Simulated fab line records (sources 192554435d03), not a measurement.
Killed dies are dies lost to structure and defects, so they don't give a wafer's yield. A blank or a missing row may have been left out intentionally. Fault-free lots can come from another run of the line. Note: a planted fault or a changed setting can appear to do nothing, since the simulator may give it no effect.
The same fault as seen by 3 desks | flow n5-finfet | only its own numbers are on each desk; what lay behind them is given at the end

FOR THE TOOL OWNER'S DESK: pecvd-03
The tool's own readings at N5_BEOL_M0_SAQP_PECVD_04 (deposits a-Si from SiH4/He, target thk 60 nm, time 60.2 s): means of the sampled wafers that have a number, for each lot that ran on this tool. A lot is out of limits, marked OUT, if its mean lies more than 4 standard deviations from the usual mean; the brackets give that distance.
Columns: A = heater-power-w at N5_BEOL_M0_SAQP_PECVD_04, usual 614 W; B = showerhead-plenum-p-Torr at N5_BEOL_M0_SAQP_PECVD_04, usual 5.66 Torr; C = showerhead-vpp-V at N5_BEOL_M0_SAQP_PECVD_04, usual 636 V; D = throttle-valve-pct at N5_BEOL_M0_SAQP_PECVD_04, usual 18.4 %
lot  | first seen here | A   | B    | C   | D
L669 | day 6 03:28     | 542 | 5.64 | 590 | 19.0
L670 | day 6 10:32     | 578 | 5.68 | 614 | 17.7
L672 | day 6 19:13     | 560 | 5.66 | 637 | 18.0
L673 | day 7 07:32     | 564 | 5.64 | 614 | 19.2
This desk's finding: nothing out of limits on any of the 4 lots.

THE DEFECT DESK
Inspection counts along the route, by lot: the mean over sampled wafers that carry a number. A lot is out of limits, marked OUT, if its mean lies more than 4 standard deviations from the usual mean; the brackets give that distance.
Columns: A = raw-defect-count at N5_MOL_CONTACT_COAG_INSPECT_97, usual 41
lot  | first seen here | A
L669 | day 6 01:52     | 52
L670 | day 6 09:01     | 26
L672 | day 6 17:58     | 37
L673 | day 7 05:26     | 34
L678 | day 8 12:36     | 35
L679 | day 8 18:31     | 49
L682 | day 9 07:33     | 74
L688 | day 10 22:26    | 48
L689 | day 11 03:30    | 38
This desk's finding: nothing out of limits on any of the 9 lots.

FROM THE METROLOGY DESK
What the gauges read, lot by lot, whatever tool the lot ran on: means of the sampled wafers that have a number. A lot is out of limits, marked OUT, if its mean lies more than 4 standard deviations from the usual mean; the brackets give that distance. Shown are 7 of the 12 readings it has, namely the first that went out of limits plus those furthest out on some lot.
Columns: A = VD_OVL at N5_MOL_CONTACT_COAG_OVL_MEAS_41, usual -0.3 nm; B = thk-nm at N5_BEOL_M0_SAQP_THK_MEAS_05, usual 59.6 nm; C = DIBL_N at N5_BEOL_M4_RC_MEAS_101, usual 36.8 mV/V; D = DIBL_P at N5_BEOL_M4_RC_MEAS_101, usual 37.1 mV/V; E = IOFF_N at N5_BEOL_M4_RC_MEAS_101, usual 0.17 nA/um; F = SS_N at N5_BEOL_M4_RC_MEAS_101, usual 71.6 mV/dec; G = VT_P at N5_BEOL_M4_RC_MEAS_101, usual -250 mV
lot  | first seen here | A    | B              | C    | D    | E    | F    | G
L669 | day 5 20:10     | -0.8 | 60.2           | 36.9 | 38.0 | 0.19 | 71.7 | -251
L670 | day 6 02:22     | -1.4 | 60.6           | 38.6 | 39.7 | 0.19 | 72.1 | -247
L672 | day 6 13:14     | -0.3 | 51.2 (-10) OUT | 35.7 | 35.8 | 0.16 | 71.6 | -254
L673 | day 7 00:20     | -0.5 | 50.5 (-11) OUT | 40.6 | 40.5 | 0.22 | 71.9 | -249
L678 | day 8 07:53     | -0.6 | 59.7           | 37.6 | 37.8 | 0.20 | 71.9 | -249
L679 | day 8 13:28     | 0.0  | 59.5           | 34.1 | 33.7 | 0.12 | 70.7 | -248
L682 | day 9 02:49     | 0.0  | 59.7           | 36.8 | 39.2 | 0.18 | 72.0 | -247
L688 | day 10 17:28    | 0.5  | 59.2           | 35.1 | 35.7 | 0.14 | 72.0 | -254
L689 | day 10 22:37    | -0.3 | 58.0           | 37.3 | 38.2 | 0.20 | 72.0 | -243
This desk's finding: out of limits on L672, L673; first on L672, day 6 19:19 (thk-nm at N5_BEOL_M0_SAQP_THK_MEAS_05). Within limits: L669, L670, L678, L679, L682, L688, L689.

BROUGHT TOGETHER
On L672, L673, the metrology desk was in a position to raise an alarm at day 6 19:19.
Nothing out of limits was seen by the tool owner's desk.
The defect desk saw nothing out of limits.
On record at the tool owner's desk: L672, L673, within its limits.
The defect desk has L672, L673 on record, within its limits.
Of the lots named, all ran N5_BEOL_M0_SAQP_PECVD_04 on pecvd-03.

WHAT WAS PUT IN BY THE SIMULATOR
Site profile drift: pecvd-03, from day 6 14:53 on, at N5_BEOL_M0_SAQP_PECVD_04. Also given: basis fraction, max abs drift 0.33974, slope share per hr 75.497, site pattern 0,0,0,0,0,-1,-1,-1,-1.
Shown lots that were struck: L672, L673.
Time in hours between the start of the fault and the first out-of-limits reading at each desk: metrology desk, 4.
